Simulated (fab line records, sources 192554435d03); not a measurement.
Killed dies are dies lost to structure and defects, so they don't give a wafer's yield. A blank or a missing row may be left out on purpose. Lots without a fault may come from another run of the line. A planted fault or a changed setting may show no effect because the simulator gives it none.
Chamber matching | flow n5_finfet | N5_BEOL_M15_CMP_49 on cmp-04: 4 sister chambers
The step polishes, stops on SiO2, t overpolish 4.9 s, target thk 850 nm. 4 wafers are shown with their chamber, then 9 later ones without.

WAFERS WITH THEIR CHAMBER
wafer  | chamber | motor_current_A (A)
L085.5 | 0       | 8.0
L093.1 | 1       | 6.5
L093.2 | 3       | 10.2
L093.6 | 2       | 9.5

WAFERS WITHOUT THEIR CHAMBER
wafer  | motor_current_A (A)
L090.1 | 9.4
L090.4 | 6.6
L090.5 | 9.8
L092.1 | 8.4
L092.4 | 6.9
L092.6 | 9.1
L096.1 | 9.4
L096.2 | 9.4
L096.4 | 8.0

WHICH CHAMBER EACH WENT THROUGH
wafer  | from the rows above     | in truth
L090.1 | 2                       | 2
L090.4 | 1                       | 1
L090.5 | can't be placed: 2 or 3 | 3
L092.1 | 0                       | 0
L092.4 | 1                       | 1
L092.6 | 2                       | 2
L096.1 | 2                       | 2
L096.2 | 2                       | 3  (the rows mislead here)
L096.4 | 0                       | 0
Placed correctly: 7 of 9. Can't be placed from these rows: 1 (the true chamber is among the candidates in 1). Placed wrongly: 1.
How it was worked out, from the rows above alone: a wafer's distance from a chamber is the root of the sum, over the readings, of the square of ((its reading less the chamber's mean) divided by the reading's scatter). The wafer belongs to the nearest chamber; if the next one is less than 2 further off, it can't be placed. A chamber's mean is the mean of its shown wafers. The scatter: with one shown wafer a chamber, the root of the mean of the squares of how far each hidden wafer lies from its nearest shown one.
